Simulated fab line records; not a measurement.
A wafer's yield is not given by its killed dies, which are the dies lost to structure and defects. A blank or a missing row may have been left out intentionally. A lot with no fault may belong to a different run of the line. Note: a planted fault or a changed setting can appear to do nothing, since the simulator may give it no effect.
A lot that was struck, set against a sound lot | flow n5 finfet | 20 steps out of a route of 1938
Sound: the wafers L916.1, L916.3, L916.5. Wafers struck: L930.1, L930.5, L930.6. At the end, the cause is stated.
At each step with rows: each side's tool, then ch and its chambers, then its first start. Under that, the readings that differ: sound wafers | struck wafers | difference of the means | sigmas: that difference in standard deviations of wafers without a fault.
alike: readings whose means differ by less than 2 such deviations, and words and numbers that are the same on both sides. not compared: withheld readings, readings that some wafer has no value for, bounds like >300 that may hide the same value, and numbers for which the record gives no deviation and whose values overlap.
The two part at a step that has a row with sigmas, a row that says differs or no value, or rows on one side only. When numbers do not overlap yet have no deviation, they are printed without sigmas and do not part them. A reading missing from all wafers of one side parts the sides only when that side holds two or more wafers.

N5_START_INSPECT_01: inspects for defects (unpatterned scan).
  sound on defect inspect-01, day 2 00:02; struck on defect inspect-01, day 5 12:02
  alike: raw defect count
then, 2 steps without rows for these wafers: N5_ZERO_LAYER_PRECLEAN_00 (cleans in SPM, time 600 s); N5_ZERO_LAYER_SRD_01 (time 30 s, dry time 30 s).
N5_ZERO_LAYER_PECVD_02: deposits SiO2 from SiH4/N2O, target thk 10 nm, time 6 s.
  sound on pecvd-04 ch 0,1, day 2 00:17; struck on pecvd-04 ch 1,2, day 5 12:17
  alike: heater power w, rf fwd power W, showerhead plenum p Torr
then, 1 step without rows for these wafers: N5_ZERO_LAYER_HMDS_04 (time 60 s).
N5_ZERO_LAYER_COAT_05: resist thk 1000 nm.
  sound on litho track-03 ch 0, day 2 00:22; struck on litho track-03 ch 0, day 5 12:22
  reading                                      | sound                | struck               | difference | sigmas
  spin speed rpm (rpm)                         | 1499.4 1500.1 1500.1 | 1564.0 1563.0 1562.6 | +63.3      | +65
  model.coat_of_ZERO_LAYER_COAT_05.thk nm (nm) | 1000 998 1000        | 978 980.3 977.9      | -21        |
  alike: exhaust pa, resist line temp C
then, 6 steps without rows for these wafers: N5_ZERO_LAYER_EBR_07; N5_ZERO_LAYER_SOFTBAKE_06 (time 90 s); N5_ZERO_LAYER_EXPOSE_08 (exposes mask ZERO, defocus 0 nm, target cd 2000 nm); N5_ZERO_LAYER_PEB_09; N5_ZERO_LAYER_DEVELOP_10 (develop time 60 s); N5_ZERO_LAYER_HARDBAKE_23 (time 120 s).
N5_ZERO_LAYER_CD_MEAS_11: the cd target is 2000 nm.
  sound on cd sem-01 ch 0, day 2 00:38; struck on cd sem-03 ch 0, day 5 12:46
  alike: cd nm
N5_ZERO_LAYER_DESCUM_16: chemistry O2, time 7.9 s.
  sound on rie diel-01 ch 0,3, day 2 00:41; struck on rie diel-02 ch 1,2,3, day 5 12:48
  alike: drypump motor current A, oes product au, rf fwd power W, rf vpp V, showerhead plenum p Torr, temp c, throttle valve pct
  not compared: rf hours counter h
N5_ZERO_LAYER_ETCH_17: etches SiO2 in CF4, target depth 12 nm, time 13.3 s.
  sound on rie diel-01 ch 0,3, day 2 00:43; struck on rie diel-02 ch 1,2,3, day 5 12:50
  alike: drypump motor current A, mfc ar sccm, oes product au, rf fwd power W, rf vpp V, showerhead plenum p Torr, throttle valve pct
  not compared: rf hours counter h
N5_ZERO_LAYER_ETCH_18: etches Si in HBr/Cl2, target depth 120 nm, time 40 s.
  sound on rie si-05 ch 0,1,2, day 2 00:47; struck on rie si-02 ch 1,2, day 5 12:55
  reading                                      | sound           | struck            | difference | sigmas
  model.coat_of_ZERO_LAYER_COAT_05.thk nm (nm) | 929.8 928.5 930 | 908.7 910.3 908.3 | -20.3      |
  alike: drypump motor current A, oes product au, rf fwd power W, throttle valve pct
  not compared: rf hours counter h
N5_ZERO_LAYER_STRIP_24: strips in O2.
  sound on plasma asher-02 ch 0,1, day 2 00:53; struck on plasma asher-02 ch 0,1, day 5 13:01
  reading                      | sound             | struck            | difference | sigmas
  strip time to endpoint s (s) | 43.83 43.79 43.84 | 43.19 43.24 43.18 | -0.62      | -6
  alike: drypump motor current A, heater power w, oes product au, temp c
  not compared: rf hours counter h
then, 1 step without rows for these wafers: N5_ZERO_LAYER_STRIP_19 (strips in SPM, time 900 s).
-- record jumps: 7 days separate the struck wafers' starts on either side; left off in module ZERO_LAYER, taken up again in module BEOL_M4, whose first shown step is the route's number 1111 --
N5_BEOL_M4_RC_MEAS_101:
  sound on prober-02 ch 0, day 8 14:24; struck on prober-02 ch 0, day 12 08:45
  alike: DIBL_N, DIBL_P, IOFF_N, IOFF_P, ION_N, ION_P, SS_N, SS_P, VT_N, VT_P
-- here the record skips 4 days between the struck wafers' starts before and after, leaving off in module BEOL_M4 and picking up in module PASSIVATION (first step shown: number 1936 of the route) --
N5_PASSIVATION_PROBE_49:
  only the struck wafers here have rows in the record (prober-02, day 16 14:44); the sound ones have none

WHERE THEY PART
First at N5_ZERO_LAYER_COAT_05; last, within this record, at N5_PASSIVATION_PROBE_49.

WHY: what had been put in by the simulator
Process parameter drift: litho track-03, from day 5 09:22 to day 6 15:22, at N5_ZERO_LAYER_COAT_05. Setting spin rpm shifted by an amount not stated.
